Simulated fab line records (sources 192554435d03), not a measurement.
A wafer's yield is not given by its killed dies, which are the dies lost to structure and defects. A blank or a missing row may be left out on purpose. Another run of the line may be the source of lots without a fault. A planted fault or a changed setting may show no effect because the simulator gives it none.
Chamber matching + flow n5-finfet + 3 sister chambers for N5_BEOL_M9_ILD_DEP_00 on pecvd-04
The step deposits SiCOH lowk from DEMS/porogen, target thk 308.51 nm, time 58 s. 3 wafers are shown with their chamber, then 10 later ones without.

## WAFERS, EACH WITH ITS CHAMBER
| wafer  | chamber | throttle-valve-pct (%) |
|--------|---------|------------------------|
| L082.4 | 0       | 13.4                   |
| L084.3 | 2       | 12.9                   |
| L084.5 | 1       | 14.0                   |

## WAFERS WITH NO CHAMBER GIVEN
| wafer  | throttle-valve-pct (%) |
|--------|------------------------|
| L084.6 | 12.8                   |
| L087.1 | 13.1                   |
| L087.3 | 12.8                   |
| L087.6 | 12.9                   |
| L086.1 | 12.8                   |
| L086.4 | 13.1                   |
| L086.5 | 12.8                   |
| L095.2 | 14.5                   |
| L095.3 | 14.1                   |
| L095.6 | 13.0                   |

## THE CHAMBER EACH PASSED THROUGH
| wafer  | from the rows above     | in truth |
|--------|-------------------------|----------|
| L084.6 | 2                       | 2        |
| L087.1 | can't be placed: 2 or 0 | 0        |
| L087.3 | 2                       | 2        |
| L087.6 | 2                       | 2        |
| L086.1 | 2                       | 2        |
| L086.4 | can't be placed: 2 or 0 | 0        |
| L086.5 | 2                       | 2        |
| L095.2 | 1                       | 1        |
| L095.3 | 1                       | 1        |
| L095.6 | can't be placed: 2 or 0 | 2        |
Correctly placed: 7 of 10. Unplaceable from these rows: 3, with the true chamber sitting among the candidates in 3. Placed wrongly: 0.
How it was worked out, from the rows above alone: a wafer's distance from a chamber is the root of the sum, over the readings, of the square of ((its reading less the chamber's mean) divided by the reading's scatter). The wafer belongs to the nearest chamber; if the next one is less than 2 further off, it can't be placed. Each chamber's mean is taken over the wafers shown for it. The scatter: with one shown wafer a chamber, the root of the mean of the squares of how far each hidden wafer lies from its nearest shown one.
